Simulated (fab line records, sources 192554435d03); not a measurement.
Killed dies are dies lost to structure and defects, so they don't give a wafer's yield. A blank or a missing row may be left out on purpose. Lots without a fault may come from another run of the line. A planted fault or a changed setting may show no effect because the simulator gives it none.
Chamber matching | flow n5_finfet | N5_HKMG_FIN_STRIP_57 on rie_diel-01: 4 sister chambers
The step strips in CF4. 4 wafers are shown with their chamber, then 7 later ones without.

WAFERS WITH THEIR CHAMBER
wafer  | chamber | drypump_motor_current_A (A)
L092.1 | 3       | 6.1
L092.5 | 0       | 6.5
L093.1 | 1       | 6.6
L093.2 | 2       | 5.9

WAFERS WITHOUT THEIR CHAMBER
wafer  | drypump_motor_current_A (A)
L093.5 | 6.6
L096.1 | 5.9
L096.2 | 6.4
L096.6 | 6.5
L097.1 | 6.6
L097.2 | 6.4
L097.4 | 6.1

WHICH CHAMBER EACH WENT THROUGH
wafer  | from the rows above     | in truth
L093.5 | can't be placed: 1 or 0 | 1
L096.1 | 2                       | 2
L096.2 | can't be placed: 0 or 1 | 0
L096.6 | can't be placed: 0 or 1 | 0
L097.1 | can't be placed: 1 or 0 | 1
L097.2 | can't be placed: 0 or 1 | 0
L097.4 | 3                       | 3
Placed correctly: 2 of 7. Can't be placed from these rows: 5 (the true chamber is among the candidates in 5). Placed wrongly: 0.
How it was worked out, from the rows above alone: a wafer's distance from a chamber is the root of the sum, over the readings, of the square of ((its reading less the chamber's mean) divided by the reading's scatter). The wafer belongs to the nearest chamber; if the next one is less than 2 further off, it can't be placed. A chamber's mean is the mean of its shown wafers. The scatter: with one shown wafer a chamber, the root of the mean of the squares of how far each hidden wafer lies from its nearest shown one.
